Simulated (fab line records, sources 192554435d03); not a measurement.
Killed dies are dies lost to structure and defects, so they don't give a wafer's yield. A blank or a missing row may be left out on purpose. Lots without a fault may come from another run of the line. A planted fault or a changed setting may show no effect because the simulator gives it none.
fab line records | flow n5_finfet
record lots=5 wafers=15 last_day=17
route steps=1938 shown FIN_SAQP@137 FIN_CUT@154 BEOL_M4@1111 PASSIVATION@1936
lots that met no fault: from a run of the same line without faults
start_h: hours from the record's first day to the start of the lot's first wafer shown | wait_h: hours since the lot's step before | " the same as in the row above | L1.1+2: a row that stands for several wafers | - no value, or no start given | * or withheld: withheld | < > ~ a bound
route shown NAME@n: a module of which the file shows steps, and the number in the route of the first | usual: mean/standard deviation of fault-free wafers | same: alike in all rows | chamber/n: place in a boat | sites: the reading at each site | _std_site: their standard deviation | _edge_site: outer sites' mean less inner sites' | radius_mm: how far each site lies from the wafer's centre | mask NAME#n: copy n | behind: the tool/chamber that last shaped the wafer | hold: why the lot was held/for how many hours/how that ended | device: the transistor (n, p or np) that didn't switch | end of line: the same wafers' tests at the end of the route | a step without rows: its recipe alone | killed: dies lost to structure and defects at the first sort, not the wafer's yield | map: a wafer's dies, x killed, . not, _ none there
set.NAME: the setting as run; set.NAME@STEP: as run at that earlier step | model.NAME: the simulator's own value behind a step, which no gauge read
lots at some steps of the route; a table a step, a row a wafer
services: from which hour (start_h, from the record's first day; less than 0 if before it) a tool's chamber was out of use, for how many hours, and why
## steps
# step N5_FIN_SAQP_RECESS_71
# recipe chemistry=HF/NH3 target=SiO2 target_depth_a=30 afs_cycles=1 temp_c=30 sublimation_temp_c=180 sublimation_time_s=60
# usual drypump_motor_current_A=5.6/0.38
# columns lot.wafer tool chamber start_h wait_h drypump_motor_current_A
L706.4 vapor_etch-02 1 43.71 0.1 6.2
L706.5 " 0 " " 5.4
L706.6 " 1 " " 6.2
L709.1 vapor_etch-02 0 61.16 0.0 5.3
L709.2 " 1 " " 6.2
L709.5 " 0 " " 5.3
L715.1 vapor_etch-01 1 96.37 0.0 5.4
L715.3 " 1 " " 5.4
L715.6 " 1 " " 5.4
L717.1 vapor_etch-01 1 110.24 0.0 5.4
L717.3 " 0 " " 5.4
L717.4 " 1 " " 5.4
L725.1 vapor_etch-02 1 156.42 0.0 6.2
L725.2 " 0 " " 5.3
L725.5 " 1 " " 6.2
# step N5_FIN_SAQP_SPACER2_ALD_28
# recipe material=SiO2 target_thk_a=81 temp_c=300 ald_precursor_family=BDEAS ald_co_reactant=O2-plasma pulse_time_s=1 purge_time_s=2 co_reactant_purge_time_s=2 pressure_torr=2
# usual heater_power_w=465/66 precursor_pulse_height_rel=1.002/0.02
# columns lot.wafer tool chamber start_h wait_h heater_power_w precursor_pulse_height_rel
L706.4 ald_sin-01 2 43.99 0.2 551 0.973
L706.5 " 0 " " 467 1.016
L706.6 " 1 " " 429 1.004
L709.1 ald_sin-04 2 61.34 0.1 502 1.011
L709.2 " 3 " " 380 0.999
L709.5 " 1 " " 419 0.989
L715.1 ald_sin-01 2 96.51 0.1 551 0.990
L715.3 " 3 " " 535 0.983
L715.6 " 3 " " 537 0.985
L717.1 ald_sin-01 0 110.38 0.1 476 0.994
L717.3 " 3 " " 539 1.020
L717.4 " 1 " " 432 1.039
L725.1 ald_sin-03 0 156.56 0.1 450 1.003
L725.2 " 2 " " 309 1.035
L725.5 " 1 " " 435 1.007
# step N5_FIN_SAQP_SPACER2_ETCHBACK_29
# recipe chemistry=CHF3/O2 mode=anisotropic_etchback target=SiO2 target_depth_a=122 time_s=6.1 pressure_mtorr=30 source_w=650 bias_w=170 Ar_flow_sccm=200 CHF3_flow_sccm=50 O2_flow_sccm=5 ion_energy_ev=200
# step N5_FIN_SAQP_MANDREL2_REMOVE_60
# recipe chemistry=HBr/Cl2/O2 bt_time_s=10 target=a-Si stop_on=SiNx endpoint=OES-SiCl over_etch_frac=1 icp_w=600 bias_w=22 HBr_flow_sccm=150 Cl2_flow_sccm=80 O2_flow_sccm=5 pressure_mtorr=10
# usual drypump_motor_current_A=5.5/0.61 oes_product_au=0.996/0.017 throttle_valve_pct=36.68/0.3
# columns lot.wafer tool chamber start_h wait_h drypump_motor_current_A oes_product_au rf_hours_counter_h throttle_valve_pct
L706.4 rie_si-01 0 44.45 0.0 5.8 1.009 1 36.47
L706.5 " 0 " " 5.8 1.021 - 36.46
L706.6 " 3 " " 6.6 1.002 - 36.44
L709.1 rie_si-04 2 61.79 0.1 4.8 0.976 115 36.16
L709.2 " 1 " " 4.8 0.975 57 37.08
L709.5 " 2 " " 4.8 0.973 - 36.17
L715.1 rie_si-01 3 96.94 0.1 6.6 0.986 6 36.43
L715.3 " 1 " " 5.9 1.009 11 36.79
L715.6 " 0 " " 5.8 1.016 - 36.49
L717.1 rie_si-04 0 110.82 0.1 5.8 0.992 100 36.51
L717.3 " 2 " " 4.8 0.967 116 36.17
L717.4 " 1 " " 4.8 0.963 58 37.06
L725.1 rie_si-04 0 157.04 0.1 5.8 1.005 101 36.51
L725.2 " 2 " " 4.8 0.972 116 36.15
L725.5 " 2 " " 4.8 0.959 - 36.17
# step N5_FIN_SAQP_CD_MEAS_31
# recipe target_cd_nm=8 landing_energy_ev=1000 detector=se_inlens polarity=line
# usual cd_nm=8.13/0.23
# columns lot.wafer tool chamber start_h wait_h cd_nm
L706.4 cd_sem-03 0 44.57 0.1 8.10
L706.5 " 0 " " 8.62
L706.6 " 0 " " 8.26
L709.1 cd_sem-02 0 61.90 0.1 8.06
L709.2 " 0 " " 7.60
L709.5 " 0 " " 8.18
L715.1 cd_sem-03 0 97.05 0.1 8.50
L715.3 " 0 " " 7.93
L715.6 " 0 " " 8.47
L717.1 cd_sem-01 0 110.93 0.1 7.87
L717.3 " 0 " " 8.47
L717.4 " 0 " " 7.98
L725.1 cd_sem-02 0 157.15 0.1 8.50
L725.2 " 0 " " 8.18
L725.5 " 0 " " 8.08
# step N5_FIN_SAQP_HM_OPEN_33
# recipe chemistry=CH3F/O2 target=SiNx mask_material=SiO2 target_depth_a=494 time_s=70.6 pressure_mtorr=30 source_w=395 bias_w=73 Ar_flow_sccm=150 CH3F_flow_sccm=30 O2_flow_sccm=20 ion_energy_ev=120 ends=cleared
# usual drypump_motor_current_A=5.6/0.48 etch_rf_on_time_s=69.0/1.6 oes_product_au=0.68/0.076 rf_vpp_V=299/7.8 showerhead_plenum_p_Torr=2.01/0.063 throttle_valve_pct=16.18/0.29
# columns lot.wafer tool chamber start_h wait_h drypump_motor_current_A etch_rf_on_time_s oes_product_au rf_hours_counter_h rf_vpp_V showerhead_plenum_p_Torr throttle_valve_pct
L706.4 rie_diel-02 1 44.64 0.1 6.0 70.6 0.65 - 309 2.07 16.35
L706.5 " 3 " " 5.8 68.4 0.74 - 293 2.03 16.01
L706.6 " 0 " " 5.7 66.7 0.78 - 299 1.96 15.88
L709.1 rie_diel-06 1 61.94 0.0 5.1 69.2 0.58 212 290 1.98 16.32
L709.2 " 2 " " 6.4 69.1 0.62 197 284 1.92 16.93
L709.5 " 1 " " 5.1 70.2 0.59 - 289 1.98 16.31
L715.1 rie_diel-05 0 97.20 0.1 5.3 68.4 0.71 72 293 1.96 16.07
L715.3 " 1 " " 4.8 68.2 0.59 239 289 1.96 16.08
L715.6 " 2 " " 5.6 69.8 0.70 - 300 2.04 16.25
L717.1 rie_diel-05 0 111.03 0.1 5.3 69.2 0.71 76 292 1.96 16.08
L717.3 " 1 " " 4.8 67.3 0.58 244 290 1.96 16.10
L717.4 " 3 " " 5.4 69.2 0.60 216 297 1.99 16.38
L725.1 rie_diel-02 0 157.32 0.2 5.7 68.0 0.72 60 299 1.95 15.96
L725.2 " 1 " " 6.0 70.5 0.61 207 310 2.06 16.43
L725.5 " 2 " " 5.4 72.8 0.75 - 313 2.11 15.73
# step N5_FIN_SAQP_ETCH_34
# recipe chemistry=C4F6/O2 target=SiO2 target_depth_a=450 time_s=15 ion_energy_ev=250 pressure_mtorr=30 source_w=345 bias_w=185 Ar_flow_sccm=300 C4F6_flow_sccm=10 O2_flow_sccm=10 ends=cleared
# step N5_FIN_SAQP_STRIP_77
# recipe chemistry=N2/H2 time_s=90 power_w=100 temp_c=40 pressure_mtorr=100 rf_frequency_hz=6e+07 bias_power_w=3 n2_flow_sccm=300 h2_flow_sccm=300
# step N5_FIN_SAQP_HM_CD_35
# recipe target_cd_nm=8 polarity=line
# usual cd_nm=8.14/0.26
# columns lot.wafer tool chamber start_h wait_h cd_nm
L706.4 cd_sem-01 - 44.83 0.0 7.76
L706.5 " - " " 8.20
L706.6 " - " " 8.04
L709.1 cd_sem-02 - 62.16 0.1 8.17
L709.2 " - " " 7.76
L709.5 " - " " 7.26
L715.1 cd_sem-03 - 97.41 0.1 8.06
L715.3 " - " " 8.15
L715.6 " - " " 8.30
L717.1 cd_sem-02 - 111.25 0.1 8.19
L717.3 " - " " 7.84
L717.4 " - " " 7.93
L725.1 cd_sem-01 - 157.54 0.1 8.08
L725.2 " - " " 7.74
L725.5 " - " " 8.10
# step N5_FIN_SAQP_ETCH_64
# recipe chemistry=CF4 target=SiO2 target_depth_a=15 ion_energy_ev=350 pressure_mtorr=10 icp_w=800 bias_w=400 cf4_flow_sccm=80
# usual drypump_motor_current_A=5.5/0.62 oes_product_au=0.998/0.02 throttle_valve_pct=21.81/0.16
# columns lot.wafer tool chamber start_h wait_h drypump_motor_current_A oes_product_au rf_hours_counter_h throttle_valve_pct
L706.4 rie_si-04 1 44.87 0.0 4.8 0.983 56 21.90
L706.5 " 1 " " 4.8 0.991 - 21.89
L706.6 " 2 " " 4.8 0.981 - 21.58
L709.1 rie_si-01 3 62.21 0.0 6.6 1.004 5 21.48
L709.2 " 1 " " 5.9 1.001 11 21.83
L709.5 " 2 " " 5.9 1.018 - 21.71
L715.1 rie_si-03 2 97.46 0.0 5.7 0.969 145 21.79
L715.3 " 1 " " 4.8 1.015 91 21.78
L715.6 " 3 " " 6.3 0.954 - 21.91
L717.1 rie_si-01 1 111.30 0.0 5.9 1.009 12 21.82
L717.3 " 2 " " 5.9 1.025 39 21.72
L717.4 " 0 " " 5.8 1.046 2 21.63
L725.1 rie_si-03 0 157.59 0.0 4.7 1.003 124 22.11
L725.2 " 3 " " 6.2 0.961 18 21.90
L725.5 " 2 " " 5.7 0.977 - 21.82
# step N5_FIN_SAQP_FIN_ETCH_36
# recipe chemistry=HBr/Cl2/O2 target_depth_a=1200 mask_material=SiNx time_s=50.4 bias_w=102 pressure_mtorr=10 icp_w=800 HBr_flow_sccm=150 Cl2_flow_sccm=80 O2_flow_sccm=12
# step N5_FIN_SAQP_CD_MEAS_37
# recipe target_cd_nm=8 polarity=line
# usual cd_nm=8.19/0.23
# columns lot.wafer tool chamber start_h wait_h cd_nm
L706.4 cd_sem-01 - 45.02 0.1 8.25
L706.5 " - " " 8.24
L706.6 " - " " 8.30
L709.1 cd_sem-03 - 62.35 0.1 8.27
L709.2 " - " " 7.79
L709.5 " - " " 8.31
L715.1 cd_sem-02 - 97.60 0.1 8.42
L715.3 " - " " 8.22
L715.6 " - " " 8.10
L717.1 cd_sem-02 - 111.44 0.1 8.09
L717.3 " - " " 8.43
L717.4 " - " " 7.91
L725.1 cd_sem-02 - 157.73 0.1 8.32
L725.2 " - " " 8.07
L725.5 " - " " 8.07
# step N5_FIN_SAQP_PRECLEAN_38
# recipe chemistry=O3/DIW time_s=45 temp_c=22 o3_ppm=10
# columns lot.wafer tool chamber start_h wait_h
L706.4+5+6 wet_bench-01 3,7,6 45.05 0.0
L709.1+2+5 wet_bench-06 7,2,6 62.39 0.0
L715.1+3+6 wet_bench-06 7,0,2 97.64 0.0
L717.1+3+4 wet_bench-05 7,2,1 111.48 0.0
L725.1+2+5 wet_bench-01 2,4,1 157.77 0.0
# step N5_FIN_SAQP_PRECLEAN_45
# recipe chemistry=dHF time_s=10 dilution=500:1 temp_c=25
# step N5_FIN_SAQP_SRD_39
# recipe dry=ipa_marangoni time_s=30 temp_c=23 rinse_liquid=diw
# step N5_FIN_SAQP_OCD_MEAS_76
# usual trench_depth_nm=119.5/1.4
# columns lot.wafer tool chamber start_h wait_h trench_depth_nm
L706.4 ocd-02 - 45.12 0.0 120.4
L706.5 " - " " 119.4
L706.6 " - " " 120.6
L709.1 ocd-02 - 62.45 0.0 119.3
L709.2 " - " " 119.0
L709.5 " - " " 120.0
L715.1 ocd-02 - 97.70 0.0 117.9
L715.3 " - " " 121.7
L715.6 " - " " 119.7
L717.1 ocd-02 - 111.54 0.0 121.7
L717.3 " - " " 120.5
L717.4 " - " " 122.1
L725.1 ocd-01 - 157.83 0.0 119.7
L725.2 " - " " 119.7
L725.5 " - " " 118.7
# step N5_FIN_SAQP_INSPECT_40
# recipe inspect_instrument=brightfield mode=aei
# usual raw_defect_count=225/68
# columns lot.wafer tool chamber start_h wait_h raw_defect_count
L706.4 defect_inspect-02 - 45.14 0.0 233
L706.5 " - " " 286
L706.6 " - " " 279
L709.1 defect_inspect-01 - 62.49 0.0 221
L709.2 " - " " 275
L709.5 " - " " 119
L715.1 defect_inspect-01 - 97.73 0.0 175
L715.3 " - " " 415
L715.6 " - " " 153
L717.1 defect_inspect-01 - 111.57 0.0 143
L717.3 " - " " 264
L717.4 " - " " 150
L725.1 defect_inspect-01 - 157.86 0.0 199
L725.2 " - " " 261
L725.5 " - " " 256
# step N5_FIN_CUT_COAT_18
# recipe resist=SOC temp_c=250 time_s=60 spin_rpm=1500 resist_thk_nm=230
# step N5_FIN_CUT_COAT_19
# recipe resist=SiARC temp_c=220 time_s=60 spin_rpm=1500 resist_thk_nm=20
# step N5_FIN_CUT_COAT_29
# recipe resist=underlayer temp_c=205 time_s=60 spin_rpm=1500 resist_thk_nm=10
# step N5_FIN_CUT_COAT_02
# recipe resist=CAR-EUV spin_rpm=1500 resist_thk_nm=30
# step N5_FIN_CUT_EBR_04
# recipe solvent=PGMEA ebr_width_mm=1.5
# step N5_FIN_CUT_SOFTBAKE_03
# recipe temp_c=110 time_s=60 resist=CAR-EUV
# step N5_FIN_CUT_EXPOSE_05
# recipe mask_id=FIN_CUT na=0.33 source_shape=annular sigma_inner=0.35 sigma_outer=0.8 polarization=unpolarized dose_mj=45.75
# step N5_FIN_CUT_PEB_06
# recipe peb_temp_c=100 peb_time_s=60 resist=CAR-EUV
# step N5_FIN_CUT_DEVELOP_07
# recipe develop_time_s=30 developer=TMAH resist=CAR-EUV rinse_liquid=surfactant_rinse dry=air_spin dev_temp_c=23
# step N5_FIN_CUT_CD_MEAS_08
# recipe target_cd_nm=29.1 landing_energy_ev=500 detector=se_inlens polarity=opening
# usual cd_nm=29.12/0.21
# columns lot.wafer tool chamber start_h wait_h cd_nm
L706.4 cd_sem-01 0 45.58 - 29.18
L706.5 " 0 " " 29.13
L706.6 " 0 " " 29.23
L709.1 cd_sem-01 0 62.91 - 29.30
L709.2 " 0 " " 29.08
L709.5 " 0 " " 29.36
L715.1 cd_sem-02 0 98.16 - 29.16
L715.3 " 0 " " 28.86
L715.6 " 0 " " 28.90
L717.1 cd_sem-03 0 112.00 - 29.15
L717.3 " 0 " " 29.13
L717.4 " 0 " " 29.30
L725.1 cd_sem-02 0 158.16 - 29.16
L725.2 " 0 " " 29.26
L725.5 " 0 " " 28.92
# step N5_FIN_CUT_OVL_MEAS_09
# recipe points_per_wafer=522
# usual FIN_CUT_OVL=0.3/0.7
# columns lot.wafer tool chamber start_h wait_h FIN_CUT_OVL[nm]
L706.4 overlay-01 0 45.62 0.0 -0.2
L706.5 " 0 " " 0.6
L706.6 " 0 " " -0.4
L709.1 overlay-01 0 62.94 0.0 0.1
L709.2 " 0 " " 0.3
L709.5 " 0 " " -0.2
L715.1 overlay-01 0 98.19 0.0 1.7
L715.3 " 0 " " 0.7
L715.6 " 0 " " 1.4
L717.1 overlay-01 0 112.03 0.0 0.2
L717.3 " 0 " " 0.2
L717.4 " 0 " " 0.4
L725.1 overlay-01 0 158.19 0.0 0.8
L725.2 " 0 " " 0.3
L725.5 " 0 " " 1.4
# step N5_FIN_CUT_INSPECT_10
# recipe mode=adi inspect_instrument=brightfield
# usual raw_defect_count=43/11
# columns lot.wafer tool chamber start_h wait_h raw_defect_count
L706.4 defect_inspect-02 - 45.66 0.0 55
L706.5 " - " " 58
L706.6 " - " " 49
L709.1 defect_inspect-01 - 63.00 0.1 33
L709.2 " - " " 42
L709.5 " - " " 23
L715.1 defect_inspect-01 - 98.25 0.1 23
L715.3 " - " " 241
L715.6 " - " " 35
L717.1 defect_inspect-01 - 112.09 0.1 33
L717.3 " - " " 45
L717.4 " - " " 30
L725.1 defect_inspect-02 - 158.25 0.1 43
L725.2 " - " " 42
L725.5 " - " " 44
# step N5_FIN_CUT_DESCUM_13
# recipe chemistry=O2 time_s=7 source_power_w=50 bias_power_w=20 pressure_mtorr=20 rf_frequency_hz=2.712e+07 temp_c=40 resist=CAR-EUV o2_flow_sccm=225
# step N5_BEOL_M4_RC_MEAS_101
# usual DIBL_N=36.5/1.4 DIBL_P=36.6/1.9 IOFF_N=0.167/0.029 IOFF_P=0.21/0.033 ION_N=674/12 ION_P=460/8.9 SS_N=71.6/0.57 SS_P=73.4/0.61 VT_N=249/3.3 VT_P=-250/3.3
# columns lot.wafer tool chamber start_h wait_h DIBL_N[mV/V] DIBL_P[mV/V] IOFF_N[nA/um] IOFF_P[nA/um] ION_N[uA/um] ION_P[uA/um] SS_N[mV/dec] SS_P[mV/dec] VT_N[mV] VT_P[mV]
L706.4 prober-02 0 181.71 0.5 35.8 35.8 0.140 0.21 670 461 71.5 73.5 254 -252
L706.5 " 0 " " 36.9 38.3 0.173 0.25 686 469 71.6 73.7 247 -249
L706.6 " 0 " " 36.0 36.5 0.156 0.22 675 463 71.0 73.2 251 -249
L709.1 prober-01 0 203.76 0.0 35.0 35.7 0.160 0.21 663 453 71.6 73.3 248 -248
L709.2 " 0 " " 36.1 36.4 0.167 0.21 683 464 72.5 74.3 251 -254
L709.5 " 0 " " 35.1 35.9 0.159 0.21 660 450 72.1 73.7 250 -251
L715.1 prober-02 0 242.09 0.0 36.9 36.7 0.161 0.17 668 449 71.9 73.6 248 -255
L715.3 " 0 " " 36.3 36.1 0.164 0.17 669 452 70.9 72.8 246 -253
L715.6 " 0 " " 37.2 37.6 0.186 0.19 674 450 71.9 74.1 244 -253
L717.1 prober-02 0 263.65 0.0 38.4 38.3 0.193 0.25 676 462 71.1 73.3 249 -247
L717.3 " 0 " " 35.9 36.9 0.154 0.23 678 474 72.1 72.9 250 -247
L717.4 " 0 " " 35.9 36.2 0.146 0.22 668 462 71.3 72.9 250 -247
L725.1 prober-01 0 303.83 0.0 37.6 37.8 0.151 0.24 656 458 71.9 73.3 253 -248
L725.2 " 0 " " 35.9 35.2 0.134 0.19 668 460 71.3 72.1 253 -251
L725.5 " 0 " " 36.9 36.0 0.139 0.22 656 456 71.8 73.1 251 -251
# step N5_PASSIVATION_PROBE_49
# usual defect_limited_yield=91.2/1.6 killed_at_M0_to_M3=34/11 killed_at_M4_up=14/5.7 killed_at_contacts=14/6.6 killed_at_front_end=37/10 killed_at_other=4/3.2 killed_dies=104/19 killed_on_rim=14/4.1 killed_open=69/13 killed_short=33/8.7 sort_bin_5_function=5.1/1 sort_bin_6_memory=3.3/0.76 sort_bin_8_speed=0.00/0.016 sort_n_pass=1076/19 sort_yield_pct=91.2/1.6
# same gross_dies=1180 killed_at_back_side=0 sort_bin_4_leakage[%]=0
# columns lot.wafer tool chamber start_h wait_h defect_limited_yield[%] killed_at_M0_to_M3 killed_at_M4_up killed_at_contacts killed_at_front_end killed_at_other killed_dies killed_on_rim killed_open killed_short sort_bin_5_function[%] sort_bin_6_memory[%] sort_bin_8_speed[%] sort_n_pass sort_yield_pct[%]
L706.4 prober-02 - 275.91 0.2 93.0 17 18 14 25 9 83 13 48 30 4.0 2.6 0 1097 93.0
L706.5 prober-02 - 275.96 0.2 91.7 32 22 5 37 2 98 13 70 26 5.0 3.1 0 1082 91.7
L706.6 prober-02 - 276.01 0.3 93.1 13 9 7 50 3 82 9 53 25 4.1 2.5 0 1098 93.1
L709.1 prober-01 - 297.39 0.0 93.1 27 7 18 26 4 82 7 61 21 3.6 3.1 0 1098 93.1
L709.2 prober-01 - 297.44 0.1 91.6 23 8 13 44 11 99 15 67 32 5.0 3.1 0 1081 91.6
L709.5 prober-01 - 297.59 0.2 91.1 27 12 25 35 6 105 15 72 33 5.7 3.2 0 1075 91.1
L715.1 prober-02 - 343.82 0.0 90.6 28 11 16 52 4 111 18 69 31 5.4 2.7 0 1069 90.6
L715.3 prober-02 - 343.92 0.1 89.3 17 7 26 76 0 126 27 60 30 5.4 3.6 0 1054 89.3
L715.6 prober-02 - 344.07 0.3 92.8 26 12 9 30 8 85 13 50 30 4.3 2.7 0 1095 92.8
L717.1 prober-02 - 366.69 0.0 89.4 50 12 14 41 8 125 15 87 35 6.6 3.8 0 1055 89.4
L717.3 prober-02 - 366.79 0.1 88.7 59 23 15 31 5 133 21 87 45 6.2 4.6 0.08 1047 88.7
L717.4 prober-02 - 366.84 0.2 87.2 47 12 21 61 10 151 13 101 48 7.8 4.7 0 1029 87.2
L725.1 prober-02 - 404.19 0.4 87.9 46 9 19 64 5 143 16 107 36 6.6 4.8 0 1037 87.9
L725.2 prober-02 - 404.24 0.4 90.1 36 8 7 64 2 117 14 74 43 5.8 3.8 0 1063 90.1
L725.5 prober-02 - 404.39 0.6 89.9 40 12 12 53 2 119 15 74 45 6.1 3.7 0 1061 89.9
# killed by level:class
L706.4 MOL_CONTACT_COAG:geometric_particle:open=10 STI_FIN_REVEAL:geometric_particle:open=6 BEOL_M0_SAQP:geometric_particle:short=5 BEOL_M4:geometric_particle:open=5 GATE_CUT:geometric_particle:short=4 MOL_CONTACT_COAG:geometric_particle:short=4 MIM_BOT:geometric_particle:short=4 BEOL_M1:geometric_particle:open=3
L706.5 STI_FIN_REVEAL:geometric_particle:open=16 BEOL_M0_SAQP:geometric_particle:short=8 BEOL_M4:geometric_particle:open=7 FIN_SAQP:geometric_particle:open=6 BEOL_M1:geometric_particle:open=6 BEOL_M0_SAQP:geometric_particle:open=5 BEOL_M5:geometric_particle:open=5 MOL_CONTACT_COAG:geometric_particle:open=4
L706.6 STI_FIN_REVEAL:geometric_particle:open=14 FIN_SAQP:geometric_particle:short=8 FIN_SAQP:geometric_particle:open=6 MOL_CONTACT_COAG:geometric_particle:open=6 DUMMY_GATE:geometric_particle:open=5 BEOL_M4:geometric_particle:open=5 STI_FIN_REVEAL:geometric_particle:short=3 DUMMY_GATE:geometric_particle:short=3
L709.1 MOL_CONTACT_COAG:geometric_particle:open=16 BEOL_M3:geometric_particle:open=10 STI_FIN_REVEAL:geometric_particle:open=7 FIN_SAQP:geometric_particle:open=6 BEOL_M0_SAQP:geometric_particle:open=3 BEOL_M1:geometric_particle:short=3 BEOL_M1:geometric_particle:open=3 FIN_SAQP:geometric_particle:short=2
L709.2 MOL_CONTACT_COAG:geometric_particle:open=11 FIN_SAQP:geometric_particle:open=9 GATE_CUT:geometric_particle:short=9 BEOL_M1:geometric_particle:open=7 STI_FIN_REVEAL:geometric_particle:open=6 STARTING-WAFER:geometric_particle:open=6 PASS1_CAP:geometric_particle:short=5 GATE_CUT:geometric_particle:open=4
L709.5 MOL_CONTACT_COAG:geometric_particle:open=18 STI_FIN_REVEAL:geometric_particle:open=13 BEOL_M1:geometric_particle:open=10 BEOL_M4:geometric_particle:open=8 MOL_CONTACT_COAG:geometric_particle:short=7 BEOL_M3:geometric_particle:open=6 FIN_SAQP:geometric_particle:short=4 FIN_SAQP:geometric_particle:open=3
L715.1 FIN_SAQP:geometric_particle:open=16 MOL_CONTACT_COAG:geometric_particle:open=13 BEOL_M2:geometric_particle:open=9 HKMG_FIN:area_etch=7 FIN_SAQP:geometric_particle:short=6 ILD0:geometric_particle:short=5 BEOL_M0_SAQP:geometric_particle:open=5 GATE_CUT:geometric_particle:short=4
L715.3 FIN_SAQP:unspecified=31 MOL_CONTACT_COAG:geometric_particle:open=19 GATE_CUT:geometric_particle:short=8 FIN_SAQP:geometric_particle:open=7 DUMMY_GATE:geometric_particle:open=7 MOL_CONTACT_COAG:geometric_particle:short=7 FIN_SAQP:geometric_particle:short=6 BEOL_M0_SAQP:geometric_particle:open=5
L715.6 FIN_SAQP:geometric_particle:open=12 MOL_CONTACT_COAG:geometric_particle:open=8 BEOL_M0_SAQP:geometric_particle:open=7 BEOL_M1:geometric_particle:open=5 BEOL_M2:geometric_particle:open=5 FIN_SAQP:geometric_particle:short=4 GATE_CUT:geometric_particle:short=4 BEOL_M0_SAQP:geometric_particle:short=4
L717.1 MOL_CONTACT_COAG:geometric_particle:open=13 STI_FIN_REVEAL:geometric_particle:open=12 BEOL_M3:geometric_particle:open=12 BEOL_M0_SAQP:geometric_particle:open=10 BEOL_M0_SAQP:geometric_particle:short=9 BEOL_M4:geometric_particle:open=9 FIN_SAQP:geometric_particle:open=7 BEOL_M2:geometric_particle:open=6
L717.3 BEOL_M0_SAQP:geometric_particle:open=18 BEOL_M0_SAQP:geometric_particle:short=16 BEOL_M4:geometric_particle:open=15 MOL_CONTACT_COAG:geometric_particle:open=12 STI_FIN_REVEAL:geometric_particle:open=7 FIN_SAQP:geometric_particle:short=6 BEOL_M2:geometric_particle:open=6 BEOL_M3:geometric_particle:open=6
L717.4 MOL_CONTACT_COAG:geometric_particle:open=19 BEOL_M0_SAQP:geometric_particle:open=13 BEOL_M1:geometric_particle:open=13 GATE_CUT:geometric_particle:open=9 FIN_SAQP:geometric_particle:open=8 STI_FIN_REVEAL:geometric_particle:open=8 BEOL_M4:geometric_particle:open=8 BEOL_M1:geometric_particle:short=7
L725.1 STI_FIN_REVEAL:geometric_particle:open=30 MOL_CONTACT_COAG:geometric_particle:open=15 BEOL_M1:geometric_particle:open=12 BEOL_M3:geometric_particle:open=11 FIN_SAQP:geometric_particle:open=10 FIN_SAQP:geometric_particle:short=10 BEOL_M2:geometric_particle:open=8 MOL_CONTACT_COAG:geometric_particle:short=4
L725.2 STI_FIN_REVEAL:geometric_particle:open=22 FIN_SAQP:geometric_particle:short=13 BEOL_M2:geometric_particle:open=8 BEOL_M1:geometric_particle:open=7 FIN_SAQP:geometric_particle:open=6 STI_FIN_REVEAL:geometric_particle:short=6 BEOL_M0_SAQP:geometric_particle:short=6 MOL_CONTACT_COAG:geometric_particle:open=5
L725.5 STI_FIN_REVEAL:geometric_particle:open=14 BEOL_M3:geometric_particle:open=10 FIN_SAQP:geometric_particle:open=9 BEOL_M1:geometric_particle:open=8 MOL_CONTACT_COAG:geometric_particle:open=8 BEOL_M0_SAQP:geometric_particle:open=8 FIN_SAQP:geometric_particle:short=7 STI_FIN_REVEAL:geometric_particle:short=5
# map L715.3 (x killed, . not)
_________________............________________
______________...x.............._____________
___________.x.............x......x.__________
__________.x....x.x...x..........x.._________
________...x.....xx....x...x.........._______
_______x.....x.........................______
______...........x............x........._____
_____x....................x...x........x.____
____........x...........x................x___
___.......x.................x..............__
___.......................x.........x......__
__x....x...................x................_
__............x............x............x..._
_.....................................x...x..
_................x..............x.........x..
_.........................................xxx
_..............x.........................x.xx
_............x............x...x.........xxxxx
_...xx.................x............x.xx.xxxx
_..........x..x.....x...................xxxxx
_.x.x...x.......xx.x.xx..........x......xxxxx
__......................x.......x....x...xxx_
__............x...x......x..x.x.x....x...xxx_
___......x.......x..x..........x.........xx__
___......x.....xx.x..............x.......x.__
____......................................___
_____....................................____
______..............................x..._____
_______.....x....................x.....______
________....x...................x....x_______
__________.x........................_________
___________........................__________
______________...........x....xx_____________
_________________...........x________________
# map L709.5 (x killed, . not)
_________________............________________
______________........x........._____________
___________......x..............xx.__________
__________..x......................._________
________.......xx...............x....._______
_______........x....................x..______
______..............x.................x._____
_____....................................____
____..x...x...x...x.x.....x......x........___
___x..x.........xx..x......................__
___......x..........x...............x......__
__....x.x........................x.....x...._
__.x....x...........x..................x...._
_.......x......x....x.x........x.............
_........x....x.x..xx........................
_................x..........................x
_......x..........x...............xx.........
_...........x........x.......................
_..x.....x............x.....x................
_........x..........x.x................xx....
_.............................x.......x......
__xxxx..................x..................._
__...x.x....x........x...................x.._
___.................x.......x..............__
___..............x............x............__
____.......x..............................___
_____..x.............x.....xx.........x..____
______xx.......................x.....x.._____
_______..........x................x....______
________......xx.x..............x.x..x_______
__________.x........x..............._________
___________...x..............x.x...__________
______________..........x......._____________
_________________........xx.x________________
## services
# columns tool chamber start_h hours kind
rie_diel-05 0 20.51 15.5 repair
rie_si-01 2 21.23 1.0 repair
rie_si-04 2 23.34 3.4 repair
rie_diel-02 2 39.15 - clean
rie_diel-02 2 39.15 - consumable_replace:focus_ring
rie_diel-02 2 39.15 - consumable_replace:showerhead
rie_diel-02 2 39.15 21.0 scheduled_down
rie_diel-02 2 39.15 21.0 vent_cycle
ald_sin-03 - 47.75 2.8 pm
ald_sin-04 1 47.91 8.5 repair
rie_diel-05 3 54.01 8.8 repair
ald_sin-03 1 74.73 13.9 repair
rie_diel-06 0 79.05 8.7 repair
rie_diel-02 1 87.10 2.7 repair
rie_diel-02 0 122.41 2.5 repair
rie_si-04 2 123.18 11.6 repair
ald_sin-04 1 126.36 4.3 repair
vapor_etch-01 1 128.25 3.4 repair
rie_diel-05 1 129.72 - clean
rie_diel-05 1 129.72 - consumable_replace:focus_ring
rie_diel-05 1 129.72 12.8 scheduled_down
rie_si-03 3 134.26 7.4 repair
rie_diel-02 0 151.41 1.6 repair
ald_sin-01 0 155.73 9.2 repair
## key
first_sign step=N5_FIN_CUT_INSPECT_10 reading=raw_defect_count direction=up sigmas=18 usual=43 struck=241
effect step=N5_PASSIVATION_PROBE_49 reading=killed_at_front_end direction=up sigmas=3.8 usual=37 struck=76
met_at N5_FIN_SAQP_PRECLEAN_38
struck_wafers L715.3
fault kind=chamber_particle_source tool=wet_bench-06 chamber=0 onset_h=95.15 steps=N5_FIN_SAQP_PRECLEAN_38 rate_per_visit_cm2=0.37794 end_h=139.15
